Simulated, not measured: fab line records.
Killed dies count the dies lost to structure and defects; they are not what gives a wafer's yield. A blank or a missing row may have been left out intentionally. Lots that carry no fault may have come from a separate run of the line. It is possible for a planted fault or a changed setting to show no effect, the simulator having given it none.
2 desks, one fault ; flow nand_harc ; each desk holds nothing but its own numbers, with what lay behind them at the end

## THE DEFECT DESK
Per lot, the means of the sampled wafers with a number show what the inspections along the route counted. A lot is out of limits, marked OUT, if its mean lies more than 4 standard deviations from the usual mean; the brackets give that distance.
Columns: A = raw_defect_count at NHARC_A_CHANNEL_HOLE_D2_INSPECT_40, usual 317
lot;first seen here;A
L559;day 14 15:19;517
L561;day 15 16:52;442
L560;day 15 17:25;279
L562;day 16 01:46;256
L570;day 19 10:49;178
L571;day 19 11:56;239
L572;day 20 10:12;383
L574;day 20 23:44;291
L575;day 21 12:21;317
L576;day 21 19:43;367
L578;day 22 19:16;450
L579;day 23 10:29;368
This desk found nothing out of limits on any of the 12 lots.

## THE TOOL OWNER'S DESK: lpcvd_poly-04
The tool's own readings at NHARC_A_CHANNEL_FILL_D2_CVD_18 (deposits poly-Si, target thk 3 nm): means of the sampled wafers that have a number, for each lot that ran on this tool. A lot is out of limits, marked OUT, if its mean lies more than 4 standard deviations from the usual mean; the brackets give that distance.
Columns: A = spike_tc_bottom_C at NHARC_A_CHANNEL_FILL_D2_CVD_18, usual 571.3 C; B = spike_tc_centre_C at NHARC_A_CHANNEL_FILL_D2_CVD_18, usual 551.5 C; C = spike_tc_upper_C at NHARC_A_CHANNEL_FILL_D2_CVD_18, usual 549.3 C; D = zone_power_centre_pct at NHARC_A_CHANNEL_FILL_D2_CVD_18, usual 7.7 %
lot;first seen here;A;B;C;D
L560;day 16 14:59;572.4;552.1;549.9;6.1
L561;day 16 14:59;573.5;552.7;549.6;6.1
L576;day 22 21:06;572.3;552.7;548.9;6.1
L579;day 24 08:24;571.9;553.3;549.6;6.1
This desk found nothing out of limits on any of the 4 lots.

## PUT TOGETHER
No out-of-limits result turned up at the defect desk.
The tool owner's desk saw nothing out of limits.

## WHAT THE SIMULATOR PUT IN
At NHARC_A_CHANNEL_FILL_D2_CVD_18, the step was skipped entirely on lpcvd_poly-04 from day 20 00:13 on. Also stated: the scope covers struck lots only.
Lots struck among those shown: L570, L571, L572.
